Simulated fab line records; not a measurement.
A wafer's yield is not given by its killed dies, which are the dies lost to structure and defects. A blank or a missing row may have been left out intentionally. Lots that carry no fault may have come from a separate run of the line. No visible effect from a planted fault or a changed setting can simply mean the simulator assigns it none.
Chamber matching | flow n5_finfet | N5_BEOL_M5_CURE_80 on uv_cure-01 has 3 sister chambers
The step cures SiCOH lowk, time 120 s. 3 wafers are shown with their chamber, then 10 later ones without.

== WAFERS, EACH WITH ITS CHAMBER ==
wafer  | chamber | wafer_temp_C_max
L077.6 | 1       | 371.4
L081.3 | 2       | 371.0
L088.3 | 0       | 371.9

== WAFERS WHOSE CHAMBER IS MISSING ==
wafer  | wafer_temp_C_max
L088.5 | 372.3
L090.1 | 372.2
L090.2 | 372.1
L090.3 | 371.7
L093.1 | 371.1
L093.4 | 371.4
L093.6 | 371.3
L093.2 | 371.0
L093.3 | 371.5
L093.5 | 371.7

== THE CHAMBER EACH PASSED THROUGH ==
wafer  | from the rows above          | in truth
L088.5 | 0                            | 0
L090.1 | 0                            | 0
L090.2 | 0                            | 0
L090.3 | can't be placed: 0 or 1      | 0
L093.1 | can't be placed: 2 or 1      | 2
L093.4 | can't be placed: 1 or 2      | 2
L093.6 | can't be placed: 1 or 2      | 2
L093.2 | can't be placed: 2 or 1      | 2
L093.3 | can't be placed: 1 or 0 or 2 | 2
L093.5 | can't be placed: 0 or 1      | 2
3 of 10 placed correctly. From these rows, 7 cannot be placed; in 6 the true chamber is one of the candidates. Wrongly placed: 0.
How it was worked out, from the rows above alone: a wafer's distance from a chamber is the root of the sum, over the readings, of the square of ((its reading less the chamber's mean) divided by the reading's scatter). If the next closest chamber is less than 2 further off than the closest, the wafer can't be placed; otherwise it belongs to the closest. A chamber's mean is the mean of its shown wafers. The scatter: with one shown wafer a chamber, the root of the mean of the squares of how far each hidden wafer lies from its nearest shown one.
